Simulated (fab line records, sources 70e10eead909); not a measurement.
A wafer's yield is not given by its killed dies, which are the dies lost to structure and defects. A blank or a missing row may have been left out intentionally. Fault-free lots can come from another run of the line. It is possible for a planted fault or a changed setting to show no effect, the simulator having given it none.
fab line records    flow nand_harc    part 2 of 2: steps 24 to 33 of 33
record: lots: 5  wafers: 15  last_day: 34
route steps=1302 shown P_GATE@165
lots that met no fault: from a run of the same line without faults
start_h: hours from the record's first day to the start of the lot's first wafer shown    wait_h: hours since the lot's step before    " repeats the value in the row above    L1.1+2: one row covering several wafers at once    - no value present, or no start provided    * or withheld: withheld    < > ~ a bound
route shown NAME@n: a module of which the file shows steps, and the number in the route of the first    usual: the fault-free wafers' mean and standard deviation    same: alike in all rows    chamber/n: place in a boat    sites: readings site by site    _std_site: their standard deviation    _edge_site: mean of outer sites minus mean of inner sites    radius_mm: how far each site lies from the wafer's centre    mask NAME#n: copy n    behind: the last tool/chamber to shape the wafer    hold: why the lot was held/for how many hours/how that ended    device: whichever transistor did not switch (one of n, p or np)    end of line: tests run on the same wafers once the route is complete    a step without rows: its recipe alone    killed: count of dies lost to structure and defects at first sort (not the wafer's yield)    map: dies across one wafer; x = killed, . = not, _ = none there
set.NAME: the setting the step ran with; set.NAME@STEP: the setting that earlier step ran with    model.NAME: the simulator's own value behind a step, which no gauge read
lots seen at some steps along the route; tables by step, rows by wafer
services: from which hour (start_h, from the record's first day; less than 0 if before it) a tool's chamber was out of use, for how many hours, and why
== steps ==
step: NHARC_P_GATE_IMPLANT_62
recipe: energy_kev: 20  dose_cm2: 3e+15  tilt_deg: 7
lot.wafer   tool          chamber  start_h  wait_h
L074.1+3+4  implanter-02  0        118.34   0.1
L080.1+2+4  implanter-02  0        168.54   0.1
L085.1+3+5  implanter-02  0        224.28   0.1
L093.1+4+5  implanter-02  0        298.65   0.1
L096.1+2+6  implanter-02  0        333.92   0.1
step: NHARC_P_GATE_STRIP_112
recipe: power_w: 1500  temp_c: 110  time_s: 200  chemistry: N2/H2
usual: drypump_motor_current_A: 5.5/0.58  heater_power_w: 98/6.3
lot.wafer  tool             chamber  start_h  wait_h  drypump_motor_current_A  heater_power_w  rf_hours_counter_h
L074.1     plasma_asher-01  1        118.56   0.2     5.9                      97              26
L074.4     "                1        "        "       5.9                      99              -
L074.3     "                0        "        "       6.2                      92              -
L080.1     plasma_asher-02  1        168.76   0.2     4.8                      99              18
L080.2     "                0        "        "       5.2                      108             18
L080.4     "                1        "        "       4.8                      102             -
L085.1     plasma_asher-02  1        224.51   0.2     4.8                      99              27
L085.3     "                1        "        "       4.8                      101             -
L085.5     "                0        "        "       5.2                      109             -
L093.1     plasma_asher-02  0        298.88   0.2     5.2                      107             9
L093.4     "                1        "        "       4.8                      96              -
L093.5     "                0        "        "       5.2                      106             -
L096.1     plasma_asher-01  1        334.14   0.2     5.9                      96              35
L096.2     "                0        "        "       6.3                      90              35
L096.6     "                0        "        "       6.3                      88              -
step: NHARC_P_GATE_STRIP_76
recipe: power_w: 1500  temp_c: 250  chemistry: O2
usual: drypump_motor_current_A: 5.4/0.59  heater_power_w: 368/24
lot.wafer  tool             chamber  start_h  wait_h  drypump_motor_current_A  heater_power_w  rf_hours_counter_h
L074.1     plasma_asher-01  1        118.82   0.2     5.9                      358             26
L074.4     "                1        "        "       5.9                      356             -
L074.3     "                0        "        "       6.3                      354             -
L080.1     plasma_asher-02  1        169.02   0.2     4.8                      368             18
L080.2     "                0        "        "       5.2                      395             18
L080.4     "                1        "        "       4.8                      369             -
L085.1     plasma_asher-02  1        224.77   0.2     4.8                      388             28
L085.3     "                1        "        "       4.8                      377             -
L085.5     "                0        "        "       5.2                      401             -
L093.1     plasma_asher-02  0        299.14   0.2     5.1                      392             9
L093.4     "                1        "        "       4.8                      356             -
L093.5     "                0        "        "       5.2                      386             -
L096.1     plasma_asher-01  1        334.40   0.2     5.9                      356             35
L096.2     "                0        "        "       6.3                      332             35
L096.6     "                0        "        "       6.3                      333             -
step: NHARC_P_GATE_STRIP_63
recipe: time_s: 900  temp_c: 130  chemistry: SPM
lot.wafer   tool          chamber  start_h  wait_h
L074.1+3+4  wet_bench-06  2,3,4    118.98   0.1
L080.1+4+2  wet_bench-01  0,3,5    169.16   0.1
L085.5+1+3  wet_bench-06  2,4,6    224.92   0.1
L093.5+1+4  wet_bench-05  6,2,3    299.29   0.1
L096.2+1+6  wet_bench-06  1,3,5    334.56   0.1
step: NHARC_P_GATE_DEHYDRATE_83
recipe: temp_c: 150  time_s: 120
usual: heater_power_total_W: 182.6/1.3  resist_line_temp_C: 23.02/0.11
lot.wafer  tool            chamber  start_h  wait_h  heater_power_total_W  resist_line_temp_C
L074.1     litho_track-02  0        119.32   -       183.1                 23.18
L074.3     "               0        "        "       184.0                 23.14
L074.4     "               0        "        "       184.4                 23.18
L080.1     litho_track-07  0        169.51   -       181.1                 22.83
L080.2     "               0        "        "       180.8                 22.93
L080.4     "               0        "        "       183.9                 22.95
L085.1     litho_track-07  0        225.26   -       183.1                 23.01
L085.3     "               0        "        "       181.2                 23.00
L085.5     "               0        "        "       184.0                 22.97
L093.1     litho_track-07  0        299.65   -       182.5                 23.05
L093.4     "               0        "        "       182.6                 23.12
L093.5     "               0        "        "       184.0                 23.13
L096.1     litho_track-07  0        334.90   -       183.6                 22.93
L096.2     "               0        "        "       184.1                 23.10
L096.6     "               0        "        "       180.9                 23.07
step: NHARC_P_GATE_HMDS_84
recipe: time_s: 30
usual: resist_line_temp_C: 23.00/0.11
lot.wafer  tool            chamber  start_h  wait_h  resist_line_temp_C
L074.1     litho_track-02  0        -        -       23.15
L074.3     "               0        "        "       23.09
L074.4     "               0        "        "       23.09
L080.1     litho_track-07  0        -        -       22.91
L080.2     "               0        "        "       22.91
L080.4     "               0        "        "       22.89
L085.1     litho_track-07  0        -        -       22.99
L085.3     "               0        "        "       23.13
L085.5     "               0        "        "       23.09
L093.1     litho_track-07  0        -        -       23.21
L093.4     "               0        "        "       22.95
L093.5     "               0        "        "       23.14
L096.1     litho_track-07  0        -        -       22.95
L096.2     "               0        "        "       23.08
L096.6     "               0        "        "       22.96
step: NHARC_P_GATE_COAT_85
recipe: spin_rpm: 3000
usual: resist_line_temp_C: 23.01/0.12
lot.wafer  tool            chamber  start_h  wait_h  resist_line_temp_C
L074.1     litho_track-02  0        -        -       23.25
L074.3     "               0        "        "       23.17
L074.4     "               0        "        "       23.03
L080.1     litho_track-07  0        -        -       23.01
L080.2     "               0        "        "       22.99
L080.4     "               0        "        "       23.13
L085.1     litho_track-07  0        -        -       22.94
L085.3     "               0        "        "       23.07
L085.5     "               0        "        "       23.05
L093.1     litho_track-07  0        -        -       23.11
L093.4     "               0        "        "       23.02
L093.5     "               0        "        "       22.93
L096.1     litho_track-07  0        -        -       23.11
L096.2     "               0        "        "       23.14
L096.6     "               0        "        "       23.03
step: NHARC_P_GATE_SOFTBAKE_86
recipe: temp_c: 122  time_s: 95
usual: heater_power_total_W: 160.0/0.48  resist_line_temp_C: 23.02/0.1
lot.wafer  tool            chamber  start_h  wait_h  heater_power_total_W  resist_line_temp_C
L074.1     litho_track-02  0        -        -       159.6                 22.95
L074.3     "               0        "        "       159.3                 22.93
L074.4     "               0        "        "       160.2                 22.99
L080.1     litho_track-07  0        -        -       160.6                 23.10
L080.2     "               0        "        "       160.0                 23.06
L080.4     "               0        "        "       159.2                 23.15
L085.1     litho_track-07  0        -        -       160.2                 23.11
L085.3     "               0        "        "       159.6                 22.96
L085.5     "               0        "        "       160.3                 22.98
L093.1     litho_track-07  0        -        -       159.5                 23.06
L093.4     "               0        "        "       160.7                 23.11
L093.5     "               0        "        "       159.2                 23.03
L096.1     litho_track-07  0        -        -       159.3                 22.98
L096.2     "               0        "        "       159.8                 22.96
L096.6     "               0        "        "       159.9                 23.00
step: NHARC_P_GATE_EBR_87
usual: resist_line_temp_C: 23.00/0.1
lot.wafer  tool            chamber  start_h  wait_h  resist_line_temp_C
L074.1     litho_track-02  0        -        -       23.02
L074.3     "               0        "        "       22.90
L074.4     "               0        "        "       23.01
L080.1     litho_track-07  0        -        -       22.99
L080.2     "               0        "        "       22.88
L080.4     "               0        "        "       22.90
L085.1     litho_track-07  0        -        -       22.90
L085.3     "               0        "        "       22.97
L085.5     "               0        "        "       22.94
L093.1     litho_track-07  0        -        -       23.26
L093.4     "               0        "        "       23.16
L093.5     "               0        "        "       23.28
L096.1     litho_track-07  0        -        -       22.81
L096.2     "               0        "        "       23.00
L096.6     "               0        "        "       22.88
step: NHARC_P_GATE_EXPOSE_88
recipe: na: 0.6  target_cd_nm: 2000  dose_mj: 11.87  mask_id: P_HVN
usual: exposure_dose_mJ_cm2: 11.870/0.011
lot.wafer  tool            chamber  start_h  wait_h  mask     exposure_dose_mJ_cm2
L074.1     krf_scanner-04  0        119.46   -       P_HVN#0  11.868
L074.3     "               0        "        "       P_HVN#0  11.864
L074.4     "               0        "        "       P_HVN#0  11.871
L080.1     krf_scanner-04  0        169.66   -       P_HVN#0  11.857
L080.2     "               0        "        "       P_HVN#0  11.873
L080.4     "               0        "        "       P_HVN#0  11.868
L085.1     krf_scanner-04  0        225.53   -       P_HVN#0  11.850
L085.3     "               0        "        "       P_HVN#0  11.890
L085.5     "               0        "        "       P_HVN#0  11.849
L093.1     krf_scanner-02  0        299.92   -       P_HVN#0  11.856
L093.4     "               0        "        "       P_HVN#0  11.884
L093.5     "               0        "        "       P_HVN#0  11.876
L096.1     krf_scanner-04  0        335.17   -       P_HVN#0  11.873
L096.2     "               0        "        "       P_HVN#0  11.887
L096.6     "               0        "        "       P_HVN#0  11.873
== services ==
tool             chamber  start_h  hours  kind
krf_scanner-02   -        94.00    4.0    pm
wet_bench-01     -        101.60   8.0    pm
litho_track-05   -        124.00   7.0    pm
implanter-02     -        146.00   13.0   pm
plasma_asher-01  -        165.29   9.0    pm
krf_scanner-04   -        168.25   0.5    repair
krf_scanner-04   -        182.00   4.0    pm
implanter-02     -        188.62   4.1    repair
krf_scanner-04   -        190.09   5.0    repair
wet_bench-06     -        193.62   8.0    pm
plasma_asher-02  -        196.34   7.1    repair
rie_diel-01      -        203.88   9.0    pm
litho_track-02   -        227.00   7.0    pm
plasma_asher-01  -        238.06   6.0    repair
plasma_asher-02  -        249.28   1.9    repair
litho_track-07   -        251.00   7.0    pm
plasma_asher-02  -        251.22   9.0    pm
krf_scanner-04   -        259.15   0.4    repair
krf_scanner-02   -        266.00   4.0    pm
rie_diel-01      3        269.51   12.3   repair
rie_diel-01      2        275.44   16.7   repair
litho_track-05   -        299.00   7.0    pm
krf_scanner-02   -        310.41   1.0    repair
krf_scanner-04   -        334.29   0.3    repair
